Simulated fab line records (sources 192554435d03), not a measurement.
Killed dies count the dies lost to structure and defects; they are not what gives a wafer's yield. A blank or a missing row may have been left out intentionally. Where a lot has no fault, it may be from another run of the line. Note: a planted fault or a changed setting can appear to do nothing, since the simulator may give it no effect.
Split-lot experiment || flow n5 finfet || 21 wafers read from 7 lots, route of 1938 steps

## THE SPLIT ITSELF
At N5_BEOL_M13_COAT_04 (resist thk 400 nm), the setting spin rpm was moved away from the recipe's 1625 rpm on 4 of the 21 wafers read, by -6.0% to +11.0%. All remaining wafers had this setting at the recipe value.

The reading comes from the split's own step.

## THE READING
coat_of_BEOL_M13_COAT_04.thk nm (the simulator's own value, which no gauge read), in nm, at N5_BEOL_M13_COAT_04 (resist thk 400 nm). No usual value for it is given in the file. Here, 17 wafers ran the recipe; their average is 400.6 nm with a standard deviation of 0.58 nm.

{"wafer": "L074.1", "tool, chamber at the split": "litho track-01, 0", "spin rpm as run, rpm": 1625, "against the recipe": "recipe", "coat_of_BEOL_M13_COAT_04.thk nm, nm": 400.2, "against lot-mates on the recipe": "-"}
{"wafer": "L074.3", "tool, chamber at the split": "litho track-01, 0", "spin rpm as run, rpm": 1625, "against the recipe": "recipe", "coat_of_BEOL_M13_COAT_04.thk nm, nm": 400, "against lot-mates on the recipe": "-"}
{"wafer": "L074.5", "tool, chamber at the split": "litho track-01, 0", "spin rpm as run, rpm": 1625, "against the recipe": "recipe", "coat_of_BEOL_M13_COAT_04.thk nm, nm": 400.4, "against lot-mates on the recipe": "-"}
{"wafer": "L076.2", "tool, chamber at the split": "litho track-01, 0", "spin rpm as run, rpm": 1625, "against the recipe": "recipe", "coat_of_BEOL_M13_COAT_04.thk nm, nm": 401.2, "against lot-mates on the recipe": "-"}
{"wafer": "L076.3", "tool, chamber at the split": "litho track-01, 0", "spin rpm as run, rpm": 1625, "against the recipe": "recipe", "coat_of_BEOL_M13_COAT_04.thk nm, nm": 401, "against lot-mates on the recipe": "-"}
{"wafer": "L076.5", "tool, chamber at the split": "litho track-01, 0", "spin rpm as run, rpm": 1527, "against the recipe": "-6.0%", "coat_of_BEOL_M13_COAT_04.thk nm, nm": 413, "against lot-mates on the recipe": "+11.9"}
{"wafer": "L082.4", "tool, chamber at the split": "litho track-03, 0", "spin rpm as run, rpm": 1625, "against the recipe": "recipe", "coat_of_BEOL_M13_COAT_04.thk nm, nm": 399.8, "against lot-mates on the recipe": "-"}
{"wafer": "L082.5", "tool, chamber at the split": "litho track-03, 0", "spin rpm as run, rpm": 1625, "against the recipe": "recipe", "coat_of_BEOL_M13_COAT_04.thk nm, nm": 400.2, "against lot-mates on the recipe": "-"}
{"wafer": "L082.6", "tool, chamber at the split": "litho track-03, 0", "spin rpm as run, rpm": 1625, "against the recipe": "recipe", "coat_of_BEOL_M13_COAT_04.thk nm, nm": 400, "against lot-mates on the recipe": "-"}
{"wafer": "L083.1", "tool, chamber at the split": "litho track-03, 0", "spin rpm as run, rpm": 1625, "against the recipe": "recipe", "coat_of_BEOL_M13_COAT_04.thk nm, nm": 401, "against lot-mates on the recipe": "-"}
{"wafer": "L083.3", "tool, chamber at the split": "litho track-03, 0", "spin rpm as run, rpm": 1625, "against the recipe": "recipe", "coat_of_BEOL_M13_COAT_04.thk nm, nm": 400.6, "against lot-mates on the recipe": "-"}
{"wafer": "L083.5", "tool, chamber at the split": "litho track-03, 0", "spin rpm as run, rpm": 1625, "against the recipe": "recipe", "coat_of_BEOL_M13_COAT_04.thk nm, nm": 400.8, "against lot-mates on the recipe": "-"}
{"wafer": "L084.2", "tool, chamber at the split": "litho track-03, 0", "spin rpm as run, rpm": 1528, "against the recipe": "-6.0%", "coat_of_BEOL_M13_COAT_04.thk nm, nm": 412, "against lot-mates on the recipe": "+12.4"}
{"wafer": "L084.3", "tool, chamber at the split": "litho track-03, 0", "spin rpm as run, rpm": 1625, "against the recipe": "recipe", "coat_of_BEOL_M13_COAT_04.thk nm, nm": 399.6, "against lot-mates on the recipe": "-"}
{"wafer": "L084.4", "tool, chamber at the split": "litho track-03, 0", "spin rpm as run, rpm": 1528, "against the recipe": "-6.0%", "coat_of_BEOL_M13_COAT_04.thk nm, nm": 412.6, "against lot-mates on the recipe": "+13.0"}
{"wafer": "L088.1", "tool, chamber at the split": "litho track-04, 0", "spin rpm as run, rpm": 1804, "against the recipe": "+11.0%", "coat_of_BEOL_M13_COAT_04.thk nm, nm": 381.2, "against lot-mates on the recipe": -20.1}
{"wafer": "L088.2", "tool, chamber at the split": "litho track-04, 0", "spin rpm as run, rpm": 1625, "against the recipe": "recipe", "coat_of_BEOL_M13_COAT_04.thk nm, nm": 401, "against lot-mates on the recipe": "-"}
{"wafer": "L088.3", "tool, chamber at the split": "litho track-04, 0", "spin rpm as run, rpm": 1625, "against the recipe": "recipe", "coat_of_BEOL_M13_COAT_04.thk nm, nm": 401.6, "against lot-mates on the recipe": "-"}
{"wafer": "L090.1", "tool, chamber at the split": "litho track-01, 0", "spin rpm as run, rpm": 1625, "against the recipe": "recipe", "coat_of_BEOL_M13_COAT_04.thk nm, nm": 400.2, "against lot-mates on the recipe": "-"}
{"wafer": "L090.2", "tool, chamber at the split": "litho track-01, 0", "spin rpm as run, rpm": 1625, "against the recipe": "recipe", "coat_of_BEOL_M13_COAT_04.thk nm, nm": 401.6, "against lot-mates on the recipe": "-"}
{"wafer": "L090.4", "tool, chamber at the split": "litho track-01, 0", "spin rpm as run, rpm": 1625, "against the recipe": "recipe", "coat_of_BEOL_M13_COAT_04.thk nm, nm": 400.6, "against lot-mates on the recipe": "-"}

THE FIT
A straight line over all 21 wafers: coat_of_BEOL_M13_COAT_04.thk nm changes by -1.87 nm for each +1% of spin rpm; r = -0.99; the points scatter about the line by 0.68 nm.
The same after taking each lot's own level away (the mean of its wafers on the recipe; 21 wafers): -1.94 nm for each +1%; r = -1.00; scatter 0.52 nm.
The reading moves by 21 nm for the largest change in spin rpm, on that fit.
Measured against the standard deviation above, the lots' own levels, which go from 399.60 to 401.30 nm, span 2.9 times it.
Consequently the slope shifts little with the lot-to-lot level, the two slopes agreeing.
Check: with one of the wafers moved furthest among these (+11.0%) left out of the fit, the line predicts -22.9 nm for it against its lot-mates. Against them it came out at -20.1 nm.

## OTHER SPLITS APPLIED TO THESE WAFERS
Before the reading, these wafers also passed through other splits. Each is held against what the fit with the lots' levels taken away leaves over:
{"other split on the same wafers": "N5_BEOL_M9_TRENCH_ETCH_37 time s", "wafers away from the commonest value": 9, "r with coat_of_BEOL_M13_COAT_04.thk nm (lot level and that fit taken away)": -0.03}
{"other split on the same wafers": "N5_BEOL_M11_CURE_72 time s", "wafers away from the commonest value": 6, "r with coat_of_BEOL_M13_COAT_04.thk nm (lot level and that fit taken away)": -0.10}
{"other split on the same wafers": "N5_BEOL_M11_ALD_74 ald cycles", "wafers away from the commonest value": 11, "r with coat_of_BEOL_M13_COAT_04.thk nm (lot level and that fit taken away)": "+0.32"}
{"other split on the same wafers": "N5_BEOL_M12_TRENCH_ETCH_34 time s", "wafers away from the commonest value": 5, "r with coat_of_BEOL_M13_COAT_04.thk nm (lot level and that fit taken away)": -0.18}
{"other split on the same wafers": "N5_BEOL_M12_SPUTTER_44 time s", "wafers away from the commonest value": 6, "r with coat_of_BEOL_M13_COAT_04.thk nm (lot level and that fit taken away)": "+0.16"}

## THE WHOLE CHAIN: every reading that the file lists as answering this split, in the file's order
{"step": "N5_BEOL_M13_COAT_04", "what it does": "resist thk 400 nm", "reading": "coat_of_BEOL_M13_COAT_04.thk nm (the simulator's own value, which no gauge read)", "change (the file's fit)": "-1.91 nm for each +1% of the setting", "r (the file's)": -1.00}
{"step": "N5_BEOL_M13_ETCH_59", "what it does": "etches BARC in N2/H2, target depth 89 nm, overetch 26.7 nm, time 67.9 s", "reading": "coat_of_BEOL_M13_COAT_04.thk nm (the simulator's own value, which no gauge read)", "change (the file's fit)": "-2 nm for each +1% of the setting, in a fit together with time s@BEOL_M13_ETCH_59", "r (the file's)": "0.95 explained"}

## FILE'S OWN FIT
coat_of_BEOL_M13_COAT_04.thk nm changes by -1.91 nm for each +1% of spin rpm, r = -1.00.
